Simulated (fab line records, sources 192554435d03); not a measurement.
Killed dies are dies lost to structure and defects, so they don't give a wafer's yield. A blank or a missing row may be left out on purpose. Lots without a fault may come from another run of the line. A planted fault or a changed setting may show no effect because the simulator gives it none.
Chamber matching | flow n5_finfet | N5_BEOL_M5_CURE_79 on uv_cure-02: 3 sister chambers
The step cures SiCOH lowk, time 240 s. 3 wafers are shown with their chamber, then 12 later ones without.

WAFERS WITH THEIR CHAMBER
wafer  | chamber | wafer_temp_C_max
L078.6 | 1       | 387.4
L086.4 | 0       | 387.4
L089.4 | 2       | 386.4

WAFERS WITHOUT THEIR CHAMBER
wafer  | wafer_temp_C_max
L091.2 | 386.7
L091.3 | 386.9
L091.5 | 387.0
L093.3 | 387.3
L093.4 | 386.8
L093.5 | 387.2
L096.1 | 386.9
L096.2 | 386.7
L096.3 | 386.7
L096.4 | 387.0
L096.5 | 387.3
L096.6 | 386.4

WHICH CHAMBER EACH WENT THROUGH
wafer  | from the rows above          | in truth
L091.2 | can't be placed: 2 or 0 or 1 | 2
L091.3 | can't be placed: 0 or 1 or 2 | 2
L091.5 | can't be placed: 0 or 1 or 2 | 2
L093.3 | can't be placed: 0 or 1      | 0
L093.4 | can't be placed: 2 or 0 or 1 | 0
L093.5 | can't be placed: 0 or 1 or 2 | 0
L096.1 | can't be placed: 0 or 1 or 2 | 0
L096.2 | can't be placed: 2 or 0 or 1 | 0
L096.3 | can't be placed: 2 or 0 or 1 | 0
L096.4 | can't be placed: 0 or 1 or 2 | 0
L096.5 | can't be placed: 0 or 1      | 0
L096.6 | 2                            | 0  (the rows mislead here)
Placed correctly: 0 of 12. Can't be placed from these rows: 11 (the true chamber is among the candidates in 11). Placed wrongly: 1.
How it was worked out, from the rows above alone: a wafer's distance from a chamber is the root of the sum, over the readings, of the square of ((its reading less the chamber's mean) divided by the reading's scatter). The wafer belongs to the nearest chamber; if the next one is less than 2 further off, it can't be placed. A chamber's mean is the mean of its shown wafers. The scatter: with one shown wafer a chamber, the root of the mean of the squares of how far each hidden wafer lies from its nearest shown one.
